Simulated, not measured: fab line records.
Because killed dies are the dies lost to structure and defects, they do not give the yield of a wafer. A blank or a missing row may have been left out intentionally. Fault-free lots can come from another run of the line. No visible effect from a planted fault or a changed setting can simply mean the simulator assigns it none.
One fault through the eyes of 2 desks ; flow nand_harc ; every desk sees just its own numbers, and what lay behind them comes last

FOR THE TOOL OWNER'S DESK: litho_track-03
The tool's own readings at NHARC_P_ZERO_WELL_PEB_09 (peb time 80 s): means of the sampled wafers that have a number, for each lot that ran on this tool. A lot is out of limits, marked OUT, if its mean lies more than 4 standard deviations from the usual mean; the brackets give that distance.
Columns: A = heater_power_total_W at NHARC_P_ZERO_WELL_PEB_09, usual 189.7 W; B = plate_temp_C at NHARC_P_ZERO_WELL_PEB_09, usual 128.00 C; C = resist_line_temp_C at NHARC_P_ZERO_WELL_PEB_09, usual 23.00 C
lot;first seen here;A;B;C
L129;day 4 01:01;188.9;127.98;23.03
L131;day 4 13:14;188.6;128.02;23.02
L139;day 6 13:10;202.6 (+16) OUT;134.46 (+50) OUT;22.85
L140;day 6 19:09;201.4 (+15) OUT;134.39 (+49) OUT;23.09
Finding of this desk: L139, L140 out of limits; the first was L139 at day 6 13:10, on heater_power_total_W at NHARC_P_ZERO_WELL_PEB_09. Within limits: L129, L131.

METROLOGY DESK
Means of the sampled wafers that have a number, per lot and without regard to the tool the lot ran on: this is what the gauges read. A lot is out of limits, marked OUT, if its mean lies more than 4 standard deviations from the usual mean; the brackets give that distance.
Columns: A = cd_nm at NHARC_P_ZERO_WELL_CD_MEAS_11, usual 499.9 nm; B = cd_nm at NHARC_P_ZERO_WELL_CD_MEAS_24, usual 720.5 nm; C = overlay_x_nm at NHARC_P_STI_OVL_MEAS_10, usual 1 nm; D = overlay_y_nm at NHARC_P_STI_OVL_MEAS_10, usual -2 nm
lot;first seen here;A;B;C;D
L119;day 1 13:16;499.6;721.9;5;-8
L120;day 1 19:18;502.5;719.5;9;-5
L121;day 2 01:14;497.7;719.0;17;-1
L122;day 2 07:07;503.2;721.5;-2;6
L126;day 3 07:07;500.9;720.0;-4;1
L128;day 3 19:25;499.0;722.2;8;5
L129;day 4 01:07;499.5;720.7;-5;-7
L131;day 4 13:19;496.5;719.4;-6;4
L132;day 4 19:21;502.8;715.8;13;5
L133;day 5 01:43;501.9;721.4;-5;-8
L139;day 6 13:15;530.5 (+12) OUT;720.6;-3;6
L140;day 6 19:14;529.5 (+12) OUT;721.2;-14;4
L142;day 7 07:22;501.2;722.2;-5;-3
Finding of this desk: L139, L140 out of limits; the first was L139 at day 6 13:15, on cd_nm at NHARC_P_ZERO_WELL_CD_MEAS_11. Within limits: L119, L120, L121, L122, L126, L128, L129, L131, L132, L133, L142.

TAKEN TOGETHER
An alarm could have come from the tool owner's desk at day 6 13:10, on L139, L140.
On L139, L140, the metrology desk was in a position to raise an alarm at day 6 13:15.
On litho_track-03, each named lot ran NHARC_P_ZERO_WELL_PEB_09.

WHAT WAS PUT IN BY THE SIMULATOR
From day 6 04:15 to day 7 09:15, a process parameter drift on litho_track-03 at NHARC_P_ZERO_WELL_PEB_09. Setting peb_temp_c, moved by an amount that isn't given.
Struck lots among those shown: L139, L140.
Time in hours from fault onset to the first out-of-limits reading at each desk: tool owner's desk 9, metrology desk 9.
